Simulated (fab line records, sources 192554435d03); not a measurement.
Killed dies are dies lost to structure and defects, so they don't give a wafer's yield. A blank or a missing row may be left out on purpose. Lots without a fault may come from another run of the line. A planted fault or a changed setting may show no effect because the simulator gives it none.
Chamber matching | flow n5_finfet | N5_BEOL_M5_PRE_CLEAN_77 on cvd_co-01: 3 sister chambers
The step time 15 s. 3 wafers are shown with their chamber, then 7 later ones without.

WAFERS WITH THEIR CHAMBER
wafer  | chamber | heater_power_w (W)
L115.2 | 2       | 100
L117.3 | 1       | 67
L120.5 | 0       | 103

WAFERS WITHOUT THEIR CHAMBER
wafer  | heater_power_w (W)
L120.6 | 70
L125.2 | 101
L125.3 | 71
L125.5 | 104
L126.4 | 100
L126.5 | 100
L126.6 | 66

WHICH CHAMBER EACH WENT THROUGH
wafer  | from the rows above     | in truth
L120.6 | 1                       | 1
L125.2 | can't be placed: 2 or 0 | 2
L125.3 | 1                       | 1
L125.5 | can't be placed: 0 or 2 | 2
L126.4 | can't be placed: 2 or 0 | 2
L126.5 | can't be placed: 2 or 0 | 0
L126.6 | 1                       | 1
Placed correctly: 3 of 7. Can't be placed from these rows: 4 (the true chamber is among the candidates in 4). Placed wrongly: 0.
How it was worked out, from the rows above alone: a wafer's distance from a chamber is the root of the sum, over the readings, of the square of ((its reading less the chamber's mean) divided by the reading's scatter). The wafer belongs to the nearest chamber; if the next one is less than 2 further off, it can't be placed. A chamber's mean is the mean of its shown wafers. The scatter: with one shown wafer a chamber, the root of the mean of the squares of how far each hidden wafer lies from its nearest shown one.
